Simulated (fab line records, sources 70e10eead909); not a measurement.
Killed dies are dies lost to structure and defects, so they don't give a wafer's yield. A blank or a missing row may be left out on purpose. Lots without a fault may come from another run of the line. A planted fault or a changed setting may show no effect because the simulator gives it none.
A struck lot beside a sound one | flow nand_harc | 15 steps out of a route of 1302
Sound: wafers L492.2, L492.3, L492.6. Struck: wafers L510.1, L510.5. (L510.2 of the same lot was not struck and is left out.) The cause comes at the end.
At each step with rows: each side's tool, then ch and its chambers, then its first start. Under that, the readings that differ: sound wafers | struck wafers | difference of the means | sigmas: that difference in standard deviations of wafers without a fault.
alike: readings whose means differ by less than 2 such deviations, and words and numbers that are the same on both sides. not compared: withheld readings, readings that some wafer has no value for, bounds like >300 that may hide the same value, and numbers for which the record gives no deviation and whose values overlap.
The two part at a step that has a row with sigmas, a row that says differs or no value, or rows on one side only. Numbers that don't overlap but have no deviation are shown without sigmas and don't part them. A reading that every wafer of one side lacks parts them only if that side has two wafers or more.

first, 7 steps without rows for these wafers: NHARC_A_BLC_COAT_03 (time 65 s); NHARC_A_BLC_COAT_04 (resist thk 90 nm); NHARC_A_BLC_SOFTBAKE_05 (time 55 s); NHARC_A_BLC_EBR_06; NHARC_A_BLC_EXPOSE_07 (exposes mask A BLC, target cd 100 nm); NHARC_A_BLC_PEB_08 (peb time 65 s); NHARC_A_BLC_DEVELOP_09 (develop time 35 s).
NHARC_A_BLC_CD_MEAS_10: target cd 100 nm.
  sound on cd_sem-03 ch 0, day 23 04:47; struck on cd_sem-01 ch 0, day 30 09:21
  alike: cd_nm
NHARC_A_BLC_OVL_MEAS_11:
  sound on overlay-01, day 23 04:52; struck on overlay-02, day 30 09:26
  alike: overlay_x_nm, overlay_y_nm
NHARC_A_BLC_INSPECT_12:
  sound on defect_inspect-01, day 23 04:55; struck on defect_inspect-02, day 30 09:28
  alike: raw_defect_count
NHARC_A_BLC_DESCUM_15: chemistry O2, time 3 s.
  sound on rie_diel-13 ch 1,2,3, day 23 04:59; struck on rie_diel-13 ch 0,1, day 30 09:32
  alike: drypump_motor_current_A, mfc_ar_sccm, oes_product_au, rf_vpp_V, showerhead_plenum_p_Torr, throttle_valve_pct
  not compared: rf_hours_counter_h
NHARC_A_BLC_ETCH_16: etches the open film in CF4, target depth 39 nm, time 65 s.
  sound on rie_diel-13 ch 2,3, day 23 05:04; struck on rie_diel-13 ch 0,2, day 30 09:37
  alike: drypump_motor_current_A, mfc_ar_sccm, oes_product_au, rf_fwd_power_W, rf_vpp_V, showerhead_plenum_p_Torr, throttle_valve_pct
  not compared: rf_hours_counter_h
NHARC_A_BLC_ETCH_17: etches the open film in N2/H2, target depth 390 nm, time 609.38 s.
  sound on rie_diel-13 ch 2,3, day 23 05:14; struck on rie_diel-13 ch 1,2, day 30 09:45
  reading               | sound             | struck      | difference | sigmas
  oes_product_au (a.u.) | 0.991 0.993 0.990 | 0.877 0.888 | -0.109     | -10
  alike: drypump_motor_current_A, h2_flow_sccm, mfc_ar_sccm, rf_fwd_power_W, rf_vpp_V, showerhead_plenum_p_Torr, throttle_valve_pct
  not compared: rf_hours_counter_h
NHARC_A_BLC_ETCH_18: etches the open film in C4F8/O2/Ar, target depth 910 nm.
  sound on rie_diel-13 ch 1,2,3; struck on rie_diel-13 ch 2,3
  alike: oes_product_au, rf_fwd_power_W, rf_vpp_V
  not compared: rf_hours_counter_h
NHARC_END_SORT_01:
  sound on prober-02 ch 0, day 24 21:39; struck on prober-01 ch 0, day 32 07:06
  reading         | sound    | struck  | difference | sigmas
  killed_at_array | 72 72 69 | 176 170 | +102       | +6
  killed_dies     | 75 74 73 | 177 172 | +100       | +6
  alike: killed_at_other, killed_at_periphery, killed_open, killed_short

WHERE THEY PART
First at NHARC_A_BLC_ETCH_17; last, within this record, at NHARC_END_SORT_01.

WHY: what the simulator had put in
Process parameter drift: rie_diel-13, from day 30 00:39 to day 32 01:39, at NHARC_A_BLC_ETCH_17. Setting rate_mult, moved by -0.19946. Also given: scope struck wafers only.
